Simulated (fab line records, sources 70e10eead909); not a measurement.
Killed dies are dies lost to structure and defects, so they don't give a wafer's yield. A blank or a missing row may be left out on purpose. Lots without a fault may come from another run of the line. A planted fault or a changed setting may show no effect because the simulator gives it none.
A struck lot beside a sound one | flow nand_harc | 14 steps out of a route of 1302
Sound: wafers L438.2, L438.3, L438.4. Struck: wafers L455.1, L455.5, L455.6. The cause comes at the end.
At each step with rows: each side's tool, then ch and its chambers, then its first start. Under that, the readings that differ: sound wafers | struck wafers | difference of the means | sigmas: that difference in standard deviations of wafers without a fault.
alike: readings whose means differ by less than 2 such deviations, and words and numbers that are the same on both sides. not compared: withheld readings, readings that some wafer has no value for, bounds like >300 that may hide the same value, and numbers for which the record gives no deviation and whose values overlap.
The two part at a step that has a row with sigmas, a row that says differs or no value, or rows on one side only. Numbers that don't overlap but have no deviation are shown without sigmas and don't part them. A reading that every wafer of one side lacks parts them only if that side has two wafers or more.

NHARC_THIN_TSV_CMP_21: polishes, t overpolish 30 s, target thk 2000 nm.
  sound on cmp-03 ch 0,1,3, day 24 18:13; struck on cmp-03 ch 1,2,3, day 32 16:21
  alike: edge_zone_pressure_frac, motor_current_A, overpolish_run_s
then, 1 step without rows for these wafers: NHARC_THIN_TSV_SRD_23.
NHARC_THIN_TSV_DEGAS_53: time 60 s.
  sound on pvd_sputter-02, day 24 18:40; struck on pvd_sputter-02, day 32 16:46
  alike: heater_power_w
NHARC_THIN_TSV_PRE_CLEAN_54: time 30 s.
  sound on pvd_sputter-02, day 24 18:43; struck on pvd_sputter-02, day 32 16:50
  alike: heater_power_w
then, 7 steps without rows for these wafers: NHARC_THIN_TSV_PVD_55 (deposits TiN, target thk 50 nm); NHARC_THIN_TSV_PVD_24 (deposits Al, target thk 800 nm); NHARC_THIN_TSV_DEHYDRATE_25 (time 120 s); NHARC_THIN_TSV_HMDS_26 (time 30 s); NHARC_THIN_TSV_COAT_27; NHARC_THIN_TSV_SOFTBAKE_28 (time 95 s); NHARC_THIN_TSV_EBR_29.
NHARC_THIN_TSV_EXPOSE_30: exposes mask PAD.
  sound on krf_scanner-04 ch 0, day 24 19:38; struck on krf_scanner-04 ch 0, day 32 17:44
  reading              | sound                | struck               | difference | sigmas
  exposure_dose_mJ_cm2 | 11.463 11.476 11.462 | 10.665 10.648 10.661 | -0.809     | -74
  alike: mask
then, 1 step without rows for these wafers: NHARC_THIN_TSV_PEB_31 (peb time 85 s).
NHARC_END_SORT_01:
  sound on prober-01 ch 0, day 25 12:43; struck on prober-02 ch 0, day 33 03:02
  alike: defect_limited_yield, killed_at_array, killed_at_other, killed_at_periphery, killed_dies, killed_open, killed_short, sort_bin_2_pct, sort_bin_3_pct, sort_bin_4_pct, sort_n_pass, sort_rim_yield_pct, sort_yield_pct

WHERE THEY PART
Only at NHARC_THIN_TSV_EXPOSE_30, within this record. Later steps at which nothing parts them and some readings are alike: NHARC_END_SORT_01.

WHY: what the simulator had put in
Process parameter drift: krf_scanner-04, from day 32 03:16 on, at NHARC_THIN_TSV_EXPOSE_30. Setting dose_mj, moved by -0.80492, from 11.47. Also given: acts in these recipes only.
